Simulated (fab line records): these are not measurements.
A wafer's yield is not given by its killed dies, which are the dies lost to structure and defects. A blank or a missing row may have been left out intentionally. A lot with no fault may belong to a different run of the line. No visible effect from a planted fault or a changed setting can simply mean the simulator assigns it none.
Which of the tools did it? || flow nandHarc || 36 wafers from 12 lots sampled at 5 of the route's 1302 steps

## WHAT THE GAUGES SHOWED, per wafer
NHARC_END_SORT_01. Usual: killedAtArray 62, standard deviation 20; killedAtOther 0.8, standard deviation 1.1; killedAtPeriphery 3.5, standard deviation 2.4; killedDies 66, standard deviation 21; killedOpen 3.5, standard deviation 1.9; killedShort 2.5, standard deviation 1.7.
{"lot": "L974", "measured": "day 30 09:11", "on": "prober-02", "killedAtArray": "98 110 90", "killedAtOther": "0 1 0", "killedAtPeriphery": "4 2 3", "killedDies": "102 113 93", "killedOpen": "6 3 4", "killedShort": "2 0 4", "flag": ""}
{"lot": "L973", "measured": "day 30 10:47", "on": "prober-01", "killedAtArray": "25 21 21", "killedAtOther": "0 0 0", "killedAtPeriphery": "3 1 6", "killedDies": "28 22 27", "killedOpen": "4 1 2", "killedShort": "4 2 4", "flag": ""}

## TOOL THAT RAN EACH LOT (tool first, then ch and the chambers of the sampled wafers, then the start)
{"lot": "L960", "NHARC_A_STAIRCASE_TRIM_231": "rieDiel-05 ch 0,2,3, day 15 22:59 or earlier", "NHARC_A_STAIRCASE_DESCUM_252": "rieDiel-07 ch 1,2,3, day 15 22:59", "NHARC_A_STAIRCASE_STRIP_254": "plasmaAsher-01 ch 0,1, day 15 23:10", "NHARC_A_STAIRCASE_HM_DEP_456": "aclDep-02 ch 0, day 16 00:19"}
{"lot": "L959", "NHARC_A_STAIRCASE_TRIM_231": "rieDiel-07 ch 0,1,2, day 16 05:13 or earlier", "NHARC_A_STAIRCASE_DESCUM_252": "rieDiel-07 ch 0,1,2, day 16 05:13", "NHARC_A_STAIRCASE_STRIP_254": "plasmaAsher-01 ch 0,1, day 16 05:25", "NHARC_A_STAIRCASE_HM_DEP_456": "aclDep-02 ch 0, day 16 06:50"}
{"lot": "L962", "NHARC_A_STAIRCASE_TRIM_231": "rieDiel-05 ch 1,2, day 17 15:20 or earlier", "NHARC_A_STAIRCASE_DESCUM_252": "rieDiel-05 ch 0,1, day 17 15:20", "NHARC_A_STAIRCASE_STRIP_254": "plasmaAsher-01 ch 0,1, day 17 15:34", "NHARC_A_STAIRCASE_HM_DEP_456": "aclDep-02 ch 0, day 17 16:38"}
{"lot": "L963", "NHARC_A_STAIRCASE_TRIM_231": "rieDiel-03 ch 0,2,3, day 17 22:57 or earlier", "NHARC_A_STAIRCASE_DESCUM_252": "rieDiel-03 ch 1,3, day 17 22:57", "NHARC_A_STAIRCASE_STRIP_254": "plasmaAsher-01 ch 0,1, day 17 23:12", "NHARC_A_STAIRCASE_HM_DEP_456": "aclDep-03 ch 0, day 18 01:09"}
{"lot": "L964", "NHARC_A_STAIRCASE_TRIM_231": "rieDiel-03 ch 0,1,3, day 17 23:09 or earlier", "NHARC_A_STAIRCASE_DESCUM_252": "rieDiel-07 ch 1,3, day 17 23:09", "NHARC_A_STAIRCASE_STRIP_254": "plasmaAsher-02 ch 0, day 17 23:20", "NHARC_A_STAIRCASE_HM_DEP_456": "aclDep-01 ch 0, day 18 00:59"}
{"lot": "L969", "NHARC_A_STAIRCASE_TRIM_231": "rieDiel-03 ch 1,2,3, day 20 17:49 or earlier", "NHARC_A_STAIRCASE_DESCUM_252": "rieDiel-05 ch 0,3, day 20 17:49", "NHARC_A_STAIRCASE_STRIP_254": "plasmaAsher-01 ch 0,1, day 20 18:08", "NHARC_A_STAIRCASE_HM_DEP_456": "aclDep-03 ch 0, day 20 21:40"}
{"lot": "L972", "NHARC_A_STAIRCASE_TRIM_231": "rieDiel-03 ch 2,3, day 21 17:02 or earlier", "NHARC_A_STAIRCASE_DESCUM_252": "rieDiel-03 ch 0,1, day 21 17:02", "NHARC_A_STAIRCASE_STRIP_254": "plasmaAsher-02 ch 1, day 21 17:19", "NHARC_A_STAIRCASE_HM_DEP_456": "aclDep-02 ch 0, day 21 19:07"}
{"lot": "L974", "NHARC_A_STAIRCASE_TRIM_231": "rieDiel-05 ch 2,3, day 22 02:22 or earlier", "NHARC_A_STAIRCASE_DESCUM_252": "rieDiel-03 ch 1,2, day 22 02:22", "NHARC_A_STAIRCASE_STRIP_254": "plasmaAsher-02 ch 0,1, day 22 02:40", "NHARC_A_STAIRCASE_HM_DEP_456": "aclDep-03 ch 0, day 22 04:55"}
{"lot": "L973", "NHARC_A_STAIRCASE_TRIM_231": "rieDiel-03 ch 0,2,3, day 22 06:56 or earlier", "NHARC_A_STAIRCASE_DESCUM_252": "rieDiel-03 ch 0,3, day 22 06:56", "NHARC_A_STAIRCASE_STRIP_254": "plasmaAsher-02 ch 0,1, day 22 07:12", "NHARC_A_STAIRCASE_HM_DEP_456": "aclDep-02 ch 0, day 22 08:32"}
{"lot": "L975", "NHARC_A_STAIRCASE_TRIM_231": "rieDiel-05 ch 0,1,2, day 22 17:01 or earlier", "NHARC_A_STAIRCASE_DESCUM_252": "rieDiel-07 ch 0,3, day 22 17:01", "NHARC_A_STAIRCASE_STRIP_254": "plasmaAsher-02 ch 1, day 22 17:44", "NHARC_A_STAIRCASE_HM_DEP_456": "aclDep-03 ch 0, day 23 00:25"}
{"lot": "L977", "NHARC_A_STAIRCASE_TRIM_231": "rieDiel-03 ch 0,1,2, day 23 05:01 or earlier", "NHARC_A_STAIRCASE_DESCUM_252": "rieDiel-03 ch 1,2,3, day 23 05:01", "NHARC_A_STAIRCASE_STRIP_254": "plasmaAsher-01 ch 0,1, day 23 05:23", "NHARC_A_STAIRCASE_HM_DEP_456": "aclDep-02 ch 0, day 23 07:20"}
{"lot": "L980", "NHARC_A_STAIRCASE_TRIM_231": "rieDiel-05 ch 0,2, day 24 18:26 or earlier", "NHARC_A_STAIRCASE_DESCUM_252": "rieDiel-07 ch 2,3, day 24 18:26", "NHARC_A_STAIRCASE_STRIP_254": "plasmaAsher-01 ch 0,1, day 24 18:46", "NHARC_A_STAIRCASE_HM_DEP_456": "aclDep-03 ch 0, day 25 00:11"}
- NHARC_A_STAIRCASE_TRIM_231: chemistry O2, time 211.2 s.
- NHARC_A_STAIRCASE_DESCUM_252: chemistry O2, time 3 s.
- NHARC_A_STAIRCASE_STRIP_254: strips in O2.
- NHARC_A_STAIRCASE_HM_DEP_456: deposits aC, target thk 3100 nm.

## WHAT THE TOOLS THEMSELVES READ (means of the sampled wafers that have a number; where no wafer has one, the mark that the record gives instead)
NHARC_A_STAIRCASE_TRIM_231. Usual: drypumpMotorCurrentA 5.8 A, standard deviation 0.52; oesProductAu 1.000 a.u., standard deviation 0.0094; rfVppV 57.9 V, standard deviation 0.96; showerheadPlenumPTorr 3.60 Torr, standard deviation 0.19; throttleValvePct 17.036 %, standard deviation 0.0096.
{"lot": "L960", "tool": "rieDiel-05", "drypumpMotorCurrentA (A)": 5.4, "oesProductAu (a.u.)": 1.001, "rfVppV (V)": 57.6, "showerheadPlenumPTorr (Torr)": 3.66, "throttleValvePct (%)": 17.038, "flag": ""}
{"lot": "L959", "tool": "rieDiel-07", "drypumpMotorCurrentA (A)": 5.8, "oesProductAu (a.u.)": 1.001, "rfVppV (V)": 57.4, "showerheadPlenumPTorr (Torr)": 3.59, "throttleValvePct (%)": 17.043, "flag": ""}
{"lot": "L962", "tool": "rieDiel-05", "drypumpMotorCurrentA (A)": 5.7, "oesProductAu (a.u.)": 1.002, "rfVppV (V)": 57.4, "showerheadPlenumPTorr (Torr)": 3.51, "throttleValvePct (%)": 17.033, "flag": ""}
{"lot": "L963", "tool": "rieDiel-03", "drypumpMotorCurrentA (A)": 6.1, "oesProductAu (a.u.)": 1.015, "rfVppV (V)": 57.6, "showerheadPlenumPTorr (Torr)": 3.62, "throttleValvePct (%)": 17.040, "flag": ""}
{"lot": "L964", "tool": "rieDiel-03", "drypumpMotorCurrentA (A)": 6.1, "oesProductAu (a.u.)": 0.997, "rfVppV (V)": 57.7, "showerheadPlenumPTorr (Torr)": 3.46, "throttleValvePct (%)": 17.034, "flag": ""}
{"lot": "L969", "tool": "rieDiel-03", "drypumpMotorCurrentA (A)": 6.3, "oesProductAu (a.u.)": 0.999, "rfVppV (V)": 58.0, "showerheadPlenumPTorr (Torr)": 3.78, "throttleValvePct (%)": 17.041, "flag": ""}
{"lot": "L972", "tool": "rieDiel-03", "drypumpMotorCurrentA (A)": 6.4, "oesProductAu (a.u.)": 1.003, "rfVppV (V)": 58.6, "showerheadPlenumPTorr (Torr)": 3.76, "throttleValvePct (%)": 17.034, "flag": ""}
{"lot": "L974", "tool": "rieDiel-05", "drypumpMotorCurrentA (A)": 5.9, "oesProductAu (a.u.)": 0.991, "rfVppV (V)": 58.3, "showerheadPlenumPTorr (Torr)": 3.69, "throttleValvePct (%)": 17.040, "flag": ""}
{"lot": "L973", "tool": "rieDiel-03", "drypumpMotorCurrentA (A)": 6.1, "oesProductAu (a.u.)": 1.005, "rfVppV (V)": 57.6, "showerheadPlenumPTorr (Torr)": 3.60, "throttleValvePct (%)": 17.038, "flag": ""}
{"lot": "L975", "tool": "rieDiel-05", "drypumpMotorCurrentA (A)": 5.5, "oesProductAu (a.u.)": 0.998, "rfVppV (V)": 58.2, "showerheadPlenumPTorr (Torr)": 3.56, "throttleValvePct (%)": 17.033, "flag": ""}
{"lot": "L977", "tool": "rieDiel-03", "drypumpMotorCurrentA (A)": 5.9, "oesProductAu (a.u.)": 1.007, "rfVppV (V)": 58.1, "showerheadPlenumPTorr (Torr)": 3.61, "throttleValvePct (%)": 17.035, "flag": ""}
{"lot": "L980", "tool": "rieDiel-05", "drypumpMotorCurrentA (A)": 5.7, "oesProductAu (a.u.)": 1.001, "rfVppV (V)": 58.3, "showerheadPlenumPTorr (Torr)": 3.69, "throttleValvePct (%)": 17.039, "flag": ""}

NHARC_A_STAIRCASE_DESCUM_252. Usual: drypumpMotorCurrentA 5.9 A, standard deviation 0.35; oesProductAu 1.001 a.u., standard deviation 0.0089; rfVppV 57.9 V, standard deviation 1; showerheadPlenumPTorr 1.95 Torr, standard deviation 0.11; throttleValvePct 11.310 %, standard deviation 0.01.
{"lot": "L960", "tool": "rieDiel-07", "drypumpMotorCurrentA (A)": 5.9, "oesProductAu (a.u.)": 0.997, "rfVppV (V)": 58.0, "showerheadPlenumPTorr (Torr)": 1.95, "throttleValvePct (%)": 11.297, "flag": ""}
{"lot": "L959", "tool": "rieDiel-07", "drypumpMotorCurrentA (A)": 5.8, "oesProductAu (a.u.)": 0.998, "rfVppV (V)": 57.8, "showerheadPlenumPTorr (Torr)": 1.95, "throttleValvePct (%)": 11.305, "flag": ""}
{"lot": "L962", "tool": "rieDiel-05", "drypumpMotorCurrentA (A)": 5.2, "oesProductAu (a.u.)": 1.003, "rfVppV (V)": 57.9, "showerheadPlenumPTorr (Torr)": 1.87, "throttleValvePct (%)": 11.301, "flag": ""}
{"lot": "L963", "tool": "rieDiel-03", "drypumpMotorCurrentA (A)": 6.3, "oesProductAu (a.u.)": 1.003, "rfVppV (V)": 57.0, "showerheadPlenumPTorr (Torr)": 1.87, "throttleValvePct (%)": 11.316, "flag": ""}
{"lot": "L964", "tool": "rieDiel-07", "drypumpMotorCurrentA (A)": 5.9, "oesProductAu (a.u.)": 0.995, "rfVppV (V)": 58.0, "showerheadPlenumPTorr (Torr)": 2.03, "throttleValvePct (%)": 11.314, "flag": ""}
{"lot": "L969", "tool": "rieDiel-05", "drypumpMotorCurrentA (A)": 5.1, "oesProductAu (a.u.)": 0.996, "rfVppV (V)": 57.7, "showerheadPlenumPTorr (Torr)": 1.94, "throttleValvePct (%)": 11.310, "flag": ""}
{"lot": "L972", "tool": "rieDiel-03", "drypumpMotorCurrentA (A)": 5.8, "oesProductAu (a.u.)": 1.011, "rfVppV (V)": 57.7, "showerheadPlenumPTorr (Torr)": 1.88, "throttleValvePct (%)": 11.306, "flag": ""}
{"lot": "L974", "tool": "rieDiel-03", "drypumpMotorCurrentA (A)": 6.1, "oesProductAu (a.u.)": 1.010, "rfVppV (V)": 58.3, "showerheadPlenumPTorr (Torr)": 2.05, "throttleValvePct (%)": 11.308, "flag": ""}
{"lot": "L973", "tool": "rieDiel-03", "drypumpMotorCurrentA (A)": 6.0, "oesProductAu (a.u.)": 1.004, "rfVppV (V)": 58.0, "showerheadPlenumPTorr (Torr)": 1.87, "throttleValvePct (%)": 11.300, "flag": ""}
{"lot": "L975", "tool": "rieDiel-07", "drypumpMotorCurrentA (A)": 6.0, "oesProductAu (a.u.)": 0.993, "rfVppV (V)": 57.7, "showerheadPlenumPTorr (Torr)": 1.97, "throttleValvePct (%)": 11.315, "flag": ""}
{"lot": "L977", "tool": "rieDiel-03", "drypumpMotorCurrentA (A)": 6.3, "oesProductAu (a.u.)": 1.005, "rfVppV (V)": 57.8, "showerheadPlenumPTorr (Torr)": 2.05, "throttleValvePct (%)": 11.305, "flag": ""}
{"lot": "L980", "tool": "rieDiel-07", "drypumpMotorCurrentA (A)": 6.0, "oesProductAu (a.u.)": 1.004, "rfVppV (V)": 57.2, "showerheadPlenumPTorr (Torr)": 1.90, "throttleValvePct (%)": 11.309, "flag": ""}

NHARC_A_STAIRCASE_STRIP_254. Usual: drypumpMotorCurrentA 5.8 A, standard deviation 0.75; heaterPowerW 364 W, standard deviation 25; tempC 249.99 C, standard deviation 0.19.
{"lot": "L960", "tool": "plasmaAsher-01", "drypumpMotorCurrentA (A)": 6.0, "heaterPowerW (W)": 385, "tempC (C)": 249.98, "flag": ""}
{"lot": "L959", "tool": "plasmaAsher-01", "drypumpMotorCurrentA (A)": 5.7, "heaterPowerW (W)": 386, "tempC (C)": 249.93, "flag": ""}
{"lot": "L962", "tool": "plasmaAsher-01", "drypumpMotorCurrentA (A)": 5.7, "heaterPowerW (W)": 381, "tempC (C)": 250.00, "flag": ""}
{"lot": "L963", "tool": "plasmaAsher-01", "drypumpMotorCurrentA (A)": 6.0, "heaterPowerW (W)": 388, "tempC (C)": 250.10, "flag": ""}
{"lot": "L964", "tool": "plasmaAsher-02", "drypumpMotorCurrentA (A)": 4.7, "heaterPowerW (W)": 352, "tempC (C)": 249.94, "flag": ""}
{"lot": "L969", "tool": "plasmaAsher-01", "drypumpMotorCurrentA (A)": 5.7, "heaterPowerW (W)": 387, "tempC (C)": 249.81, "flag": ""}
{"lot": "L972", "tool": "plasmaAsher-02", "drypumpMotorCurrentA (A)": 6.6, "heaterPowerW (W)": 326, "tempC (C)": 249.77, "flag": ""}
{"lot": "L974", "tool": "plasmaAsher-02", "drypumpMotorCurrentA (A)": 5.3, "heaterPowerW (W)": 347, "tempC (C)": 249.93, "flag": ""}
{"lot": "L973", "tool": "plasmaAsher-02", "drypumpMotorCurrentA (A)": "-", "heaterPowerW (W)": "-", "tempC (C)": "-", "flag": "OFF"}
{"lot": "L975", "tool": "plasmaAsher-02", "drypumpMotorCurrentA (A)": "-", "heaterPowerW (W)": "-", "tempC (C)": "-", "flag": "OFF"}
{"lot": "L977", "tool": "plasmaAsher-01", "drypumpMotorCurrentA (A)": "-", "heaterPowerW (W)": "-", "tempC (C)": "-", "flag": "OFF"}
{"lot": "L980", "tool": "plasmaAsher-01", "drypumpMotorCurrentA (A)": 5.7, "heaterPowerW (W)": 377, "tempC (C)": 249.76, "flag": ""}

NHARC_A_STAIRCASE_HM_DEP_456. Usual: throttleValvePct at 35.000 %, with a standard deviation of 0.009.
{"lot": "L960", "tool": "aclDep-02", "throttleValvePct (%)": 35.000, "flag": ""}
{"lot": "L959", "tool": "aclDep-02", "throttleValvePct (%)": 35.002, "flag": ""}
{"lot": "L962", "tool": "aclDep-02", "throttleValvePct (%)": 35.000, "flag": ""}
{"lot": "L963", "tool": "aclDep-03", "throttleValvePct (%)": 35.002, "flag": ""}
{"lot": "L964", "tool": "aclDep-01", "throttleValvePct (%)": 35.000, "flag": ""}
{"lot": "L969", "tool": "aclDep-03", "throttleValvePct (%)": 35.010, "flag": ""}
{"lot": "L972", "tool": "aclDep-02", "throttleValvePct (%)": 35.001, "flag": ""}
{"lot": "L974", "tool": "aclDep-03", "throttleValvePct (%)": 34.992, "flag": ""}
{"lot": "L973", "tool": "aclDep-02", "throttleValvePct (%)": 34.989, "flag": ""}
{"lot": "L975", "tool": "aclDep-03", "throttleValvePct (%)": 35.000, "flag": ""}
{"lot": "L977", "tool": "aclDep-02", "throttleValvePct (%)": 35.011, "flag": ""}
{"lot": "L980", "tool": "aclDep-03", "throttleValvePct (%)": 35.001, "flag": ""}

## THE ANSWER, worked out from the rows above alone
Rule: take the mean of a lot's wafers that have a number; if it is more than 3 standard deviations from the usual mean, the lot is off. A lot without any number at a reading at which 4 lots or more have one is off too. Any other lot the step has rows for is counted as sound. The gauges are gone through in route order, then the tools' own readings, and for those a lot's mean is taken as printed above. At the first step where some lot is off, the reading lying furthest off is the one used; lots without a number count as furthest.
Off: L973, L975, L977 (NHARC_A_STAIRCASE_STRIP_254, drypumpMotorCurrentA). Without a number there: L973, L975, L977.
If a tool, at that step or one of the process steps before it, ran each lot that is off and ran no sound lot following the first of them, it fits. NHARC_A_STAIRCASE_TRIM_231 gives no start for some lots, so the hours and the order of its lots are those of NHARC_A_STAIRCASE_DESCUM_252. Not one of the candidates tried fits.

## WHAT THE SIMULATOR HAD INSERTED
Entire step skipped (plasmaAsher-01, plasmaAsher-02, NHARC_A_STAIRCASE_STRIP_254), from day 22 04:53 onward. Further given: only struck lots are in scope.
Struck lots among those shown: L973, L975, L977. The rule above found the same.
